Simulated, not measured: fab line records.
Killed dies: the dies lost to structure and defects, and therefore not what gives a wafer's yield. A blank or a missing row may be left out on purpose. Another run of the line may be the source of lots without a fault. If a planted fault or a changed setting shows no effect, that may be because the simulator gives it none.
Split-lot study | flow n5_finfet | on a route of 1938 steps: 7 lots, 39 wafers read

## ON THE SPLIT
At N5_DUMMY_GATE_ETCH_32 (etches SiO2 in CF4, target depth 3.5 nm, time 3.9 s), the setting time_s was moved away from the recipe's 3.9 s on 12 of the 39 wafers read, by -22.2% to +10.3%. For the rest of the wafers, this setting stayed at what the recipe calls for.

Reading taken at the split's own step.

## THE READING
etch.depth_nm (the simulator's own value, which no gauge read), in nm, at N5_DUMMY_GATE_ETCH_32 (etches SiO2 in CF4, target depth 3.5 nm, time 3.9 s). The file gives no usual value for it. The 27 wafers here that ran the recipe average 3.527 nm, standard deviation 0.079 nm.

wafer  | tool, chamber at the split | time_s as run, s | against the recipe | etch.depth_nm, nm | against lot-mates on the recipe
L076.1 | rie_si-01, 1               | 3.527            | -9.6%              | 3.105             | -0.394
L076.2 | rie_si-01, 2               | 3.9              | recipe             | 3.526             | -
L076.3 | rie_si-01, 3               | 3.9              | recipe             | 3.464             | -
L076.4 | rie_si-01, 0               | 3.9              | recipe             | 3.506             | -
L076.5 | rie_si-01, 2               | 3.527            | -9.6%              | 3.203             | -0.296
L076.6 | rie_si-01, 1               | 3.527            | -9.6%              | 3.106             | -0.393
L079.1 | rie_si-01, 2               | 3.9              | recipe             | 3.555             | -
L079.4 | rie_si-01, 2               | 3.9              | recipe             | 3.555             | -
L079.2 | rie_si-01, 3               | 3.9              | recipe             | 3.459             | -
L079.3 | rie_si-01, 1               | 3.9              | recipe             | 3.467             | -
L079.5 | rie_si-01, 3               | 3.9              | recipe             | 3.441             | -
L079.6 | rie_si-01, 1               | 3.9              | recipe             | 3.51              | -
L082.2 | rie_si-05, 0               | 3.9              | recipe             | 3.408             | -
L082.3 | rie_si-05, 3               | 3.9              | recipe             | 3.368             | -
L082.6 | rie_si-05, 3               | 3.9              | recipe             | 3.384             | -
L084.1 | rie_si-03, 0               | 3.033            | -22.2%             | 2.763             | -0.815
L084.2 | rie_si-03, 1               | 3.033            | -22.2%             | 2.767             | -0.811
L084.3 | rie_si-03, 3               | 3.9              | recipe             | 3.631             | -
L084.4 | rie_si-03, 2               | 3.9              | recipe             | 3.544             | -
L084.5 | rie_si-03, 0               | 3.033            | -22.2%             | 2.747             | -0.831
L084.6 | rie_si-03, 1               | 3.9              | recipe             | 3.56              | -
L093.1 | rie_si-03, 1               | 3.9              | recipe             | 3.586             | -
L093.2 | rie_si-03, 3               | 4.3              | +10.3%             | 4.053             | +0.479
L093.3 | rie_si-03, 2               | 3.9              | recipe             | 3.596             | -
L093.4 | rie_si-03, 0               | 4.3              | +10.3%             | 3.881             | +0.307
L093.5 | rie_si-03, 3               | 4.3              | +10.3%             | 4.037             | +0.463
L093.6 | rie_si-03, 0               | 3.9              | recipe             | 3.54              | -
L094.1 | rie_si-05, 2               | 3.9              | recipe             | 3.598             | -
L094.2 | rie_si-05, 3               | 3.9              | recipe             | 3.418             | -
L094.3 | rie_si-05, 0               | 3.9              | recipe             | 3.46              | -
L094.4 | rie_si-05, 1               | 3.9              | recipe             | 3.624             | -
L094.5 | rie_si-05, 1               | 3.9              | recipe             | 3.643             | -
L094.6 | rie_si-05, 2               | 3.9              | recipe             | 3.575             | -
L096.1 | rie_si-03, 2               | 4.301            | +10.3%             | 3.932             | +0.332
L096.2 | rie_si-03, 3               | 4.301            | +10.3%             | 4.04              | +0.440
L096.3 | rie_si-03, 1               | 4.301            | +10.3%             | 3.87              | +0.270
L096.4 | rie_si-03, 0               | 3.9              | recipe             | 3.573             | -
L096.5 | rie_si-03, 2               | 3.9              | recipe             | 3.569             | -
L096.6 | rie_si-03, 3               | 3.9              | recipe             | 3.659             | -

THE FIT
A straight line over all 39 wafers: etch.depth_nm changes by +0.0377 nm for each +1% of time_s; r = +0.97; the points scatter about the line by 0.081 nm.
The same after taking each lot's own level away (the mean of its wafers on the recipe; 39 wafers): +0.037 nm for each +1%; r = +0.98; scatter 0.056 nm.
According to that fit, moving time_s by its largest amount changes the reading by 0.82 nm.
From 3.3867 to 3.6003 nm: that is the span of the lots' own levels, equal to 2.7 times the standard deviation above.
The two slopes agree, so the slope changes little with the lot-to-lot level.
Check: for one of the wafers moved furthest among these (-22.2%), held out of the fit, the line's prediction against its lot-mates is -0.826 nm. Against them it came out at -0.815 nm.

## FURTHER SPLITS ON THESE WAFERS
Other splits were also applied to these wafers ahead of the reading. Each is held against what the fit with the lots' levels taken away leaves over:
other split on the same wafers | wafers away from the commonest value | r with etch.depth_nm (lot level and that fit taken away)
N5_WELL_APT_EPI_41 time_s      | 12                                   | +0.02

## FILE'S OWN FIT
etch.depth_nm changes by +0.037 nm for each +1% of time_s, r = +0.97.
